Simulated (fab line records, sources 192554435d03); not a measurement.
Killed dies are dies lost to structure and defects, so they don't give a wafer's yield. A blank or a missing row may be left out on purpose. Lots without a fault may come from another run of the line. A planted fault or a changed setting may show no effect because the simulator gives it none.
Which tool did it? | flow n5_finfet | 12 lots, 36 wafers sampled, at 1 step of a route of 1938

WHAT THE GAUGES READ, wafer by wafer
N5_BEOL_M14_OVL_MEAS_29.
lot  | measured     | on         | M14_OVL (nm)
L075 | day 12 12:46 | overlay-01 | 7 -3 4
L076 | day 13 01:43 | overlay-02 | 2 6 1
L080 | day 13 07:37 | overlay-01 | 10 2 2
L079 | day 14 08:38 | overlay-01 | 5 3 -6
L083 | day 14 13:26 | overlay-01 | -2 2 -1
L087 | day 14 23:27 | overlay-01 | 8 8 5
L088 | day 15 18:57 | overlay-01 | 3 0 -6
L086 | day 15 23:55 | overlay-02 | 4 5 -5
L092 | day 16 21:09 | overlay-02 | -7 9 -2
L093 | day 17 06:29 | overlay-01 | 1 3 2
L094 | day 18 02:11 | overlay-01 | 7 7 4
L097 | day 18 19:55 | overlay-02 | -1 -2 -6

WHICH TOOL RAN EACH LOT (tool, then ch and the chambers of the sampled wafers, then the start)
The record holds no process step before these readings.

THE ANSWER, worked out from the rows above alone
Rule: what is usual is taken from the lots themselves. Put in order of their means at a reading, lots are off if they are a third of the lots or fewer, leave a main group of 4 or more, and stand apart from it by a gap of 3 or more times the standard deviation of the main group's means; of several such gaps the widest counts. A main group whose means are all the same, to the digits that the tables above print for the reading, isn't used. A lot without any number at a reading at which 4 lots or more have one is off too. The other lots that the step has rows for count as sound.
No lot is off at any reading shown: from this, nothing can be told.

WHAT THE SIMULATOR HAD PUT IN
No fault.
